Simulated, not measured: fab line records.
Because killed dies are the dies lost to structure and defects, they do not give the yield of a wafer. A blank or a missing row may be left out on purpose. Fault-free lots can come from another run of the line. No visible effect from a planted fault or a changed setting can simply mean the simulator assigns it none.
Comparing a struck lot with a sound one ; flow nand_harc ; 15 steps out of a route of 1159
Sound: the wafers L370.4, L370.5, L370.6. The struck wafers were L365.1, L365.4, L365.5. The cause comes at the end.
Each step with rows lists, per side, the tool, then ch with its chambers, then its first start. Under that, the readings that differ: sound wafers ; struck wafers ; difference of the means ; sigmas: that difference in standard deviations of wafers without a fault.
alike: readings with means less than 2 such deviations apart, plus words and numbers identical on both sides. not compared: withheld readings, readings lacking a value on some wafer, bounds such as >300 that could conceal the same value, and numbers that have no deviation in the record and whose values overlap.
A row with sigmas, a row that says differs or no value, or rows on one side alone: a step with any of these is where the two part. Non-overlapping numbers with no deviation appear without sigmas and do not part them. A reading that every wafer of one side lacks parts them only if that side has two wafers or more.

first, 8 steps without rows for these wafers: NHARC_A_BLC_COAT_02 (time 75 s); NHARC_A_BLC_COAT_03 (time 65 s); NHARC_A_BLC_COAT_04 (resist thk 90 nm); NHARC_A_BLC_SOFTBAKE_05 (time 55 s); NHARC_A_BLC_EBR_06; NHARC_A_BLC_EXPOSE_07 (exposes mask A BLC, target cd 100 nm); NHARC_A_BLC_PEB_08 (peb time 65 s); NHARC_A_BLC_DEVELOP_09 (develop time 35 s).
NHARC_A_BLC_CD_MEAS_10: target cd 100 nm.
  sound on cd_sem-01 ch 0, day 20 18:28; struck on cd_sem-03 ch 0, day 19 15:13
  alike: cd_nm
NHARC_A_BLC_OVL_MEAS_11:
  struck on overlay-02, day 19 15:18; sound on overlay-01, day 20 18:33
reading;sound;struck;difference;sigmas
overlay_y_nm (nm);-2.2 -2.3 -2.6;0.0 -0.4 0.0;+2.2;+2
  alike: overlay_x_nm
NHARC_A_BLC_INSPECT_12:
  struck on defect_inspect-01, day 19 15:20; sound on defect_inspect-01, day 20 18:35
  alike: raw_defect_count
NHARC_A_BLC_DESCUM_15: chemistry O2, time 3 s.
  sound on rie_diel-09 ch 1,2,3, day 20 18:40; struck on rie_diel-09 ch 0,1,3, day 19 15:25
reading;sound;struck;difference;sigmas
rf_vpp_V (V);56.0 56.6 56.9;57.6 58.5 58.5;+1.7;+2
  alike: drypump_motor_current_A, oes_product_au, showerhead_plenum_p_Torr, throttle_valve_pct
  not compared: rf_hours_counter_h
NHARC_A_BLC_ETCH_16: etches the open film in CF4, target depth 39 nm, time 65 s.
  sound on rie_diel-09 ch 0,3, day 20 18:44; struck on rie_diel-09 ch 1,2, day 19 15:29
  no value came back on the struck wafers for any of 7 readings (bias_w (W), cf4_flow_sccm (sccm) and others); on the sound wafers bias_w (W) reads 99.9 99.6 99.9
  not compared: rf_hours_counter_h
NHARC_A_BLC_ETCH_17: etches the open film in N2/H2, target depth 390 nm, time 609.38 s.
  sound on rie_diel-09 ch 0,3; struck on rie_diel-09 ch 0,3, day 19 15:34
  alike: bias_w, chamber_pressure_mTorr, drypump_motor_current_A, oes_product_au, rf_vpp_V, showerhead_plenum_p_Torr, throttle_valve_pct
  not compared: rf_hours_counter_h
NHARC_END_SORT_01:
  sound on prober-02 ch 0, day 22 22:31; struck on prober-01 ch 0, day 21 10:23
reading;sound;struck;difference;sigmas
killed_at_array;34;677 676 675;+642;+58
killed_dies;37;677 677 677;+640;+58
  alike: killed_at_other, killed_at_periphery, killed_open, killed_short

WHERE THEY PART
At NHARC_A_BLC_OVL_MEAS_11 first; at NHARC_END_SORT_01 last (within this record only).

WHY: whatever the simulator had introduced
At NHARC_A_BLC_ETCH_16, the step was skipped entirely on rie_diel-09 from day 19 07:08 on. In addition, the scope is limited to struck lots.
